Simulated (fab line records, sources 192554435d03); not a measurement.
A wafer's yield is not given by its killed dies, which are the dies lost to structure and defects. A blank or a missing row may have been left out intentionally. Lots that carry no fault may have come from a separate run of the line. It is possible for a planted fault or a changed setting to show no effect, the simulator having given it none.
Which tool was responsible? || flow n5Finfet || 6 lots, 16 wafers sampled, at 2 steps of a route of 1938

== WHAT EACH GAUGE READ, for each wafer ==
N5_BEOL_M14_THK_MEAS_01.
{"lot": "L258", "measured": "day 11 04:32", "on": "filmMetro-01", "M14_ILD_THK (nm)": "1134 1142"}
{"lot": "L261", "measured": "day 12 01:05", "on": "filmMetro-02", "M14_ILD_THK (nm)": "1096 1137 1110"}
{"lot": "L263", "measured": "day 12 12:22", "on": "filmMetro-02", "M14_ILD_THK (nm)": "1116 1123 1146"}
{"lot": "L265", "measured": "day 13 07:31", "on": "filmMetro-02", "M14_ILD_THK (nm)": "1127 1149"}
{"lot": "L276", "measured": "day 16 12:07", "on": "filmMetro-01", "M14_ILD_THK (nm)": "1111 1116 1116"}
{"lot": "L280", "measured": "day 16 23:50", "on": "filmMetro-02", "M14_ILD_THK (nm)": "1106 1125 1111"}

== TOOL THAT RAN EACH LOT (tool first, then ch and the chambers of the sampled wafers, then the start) ==
{"lot": "L258", "N5_BEOL_M14_ILD_DEP_00": "pecvd-01 ch 2, day 11 04:16"}
{"lot": "L261", "N5_BEOL_M14_ILD_DEP_00": "pecvd-01 ch 0,2, day 12 00:54"}
{"lot": "L263", "N5_BEOL_M14_ILD_DEP_00": "pecvd-02 ch 0,1, day 12 12:11"}
{"lot": "L265", "N5_BEOL_M14_ILD_DEP_00": "pecvd-01 ch 1,2, day 13 07:20"}
{"lot": "L276", "N5_BEOL_M14_ILD_DEP_00": "pecvd-02 ch 0,1,2, day 16 11:56"}
{"lot": "L280", "N5_BEOL_M14_ILD_DEP_00": "pecvd-01 ch 0,2, day 16 23:38"}
- N5_BEOL_M14_ILD_DEP_00: deposits SiO2 from TEOS/O2, target thk 1119.3 nm, time 237.4 s.

== THE ANSWER, worked out from the rows above alone ==
Rule: the usual values come from the lots themselves. The widest of any qualifying gaps counts: lots, ordered by their means at a reading, are off when they make up no more than a third of the lots, leave a main group of 4 or more, and stand apart from it by 3 or more times the standard deviation of that group's means. Not used: any main group whose means are identical at the precision the tables above print for the reading. A lot without any number at a reading at which 4 lots or more have one is off too. All remaining lots with rows at the step are treated as sound.
No lot is off at any reading shown: from this, nothing can be told.

== WHAT HAD BEEN PUT IN BY THE SIMULATOR ==
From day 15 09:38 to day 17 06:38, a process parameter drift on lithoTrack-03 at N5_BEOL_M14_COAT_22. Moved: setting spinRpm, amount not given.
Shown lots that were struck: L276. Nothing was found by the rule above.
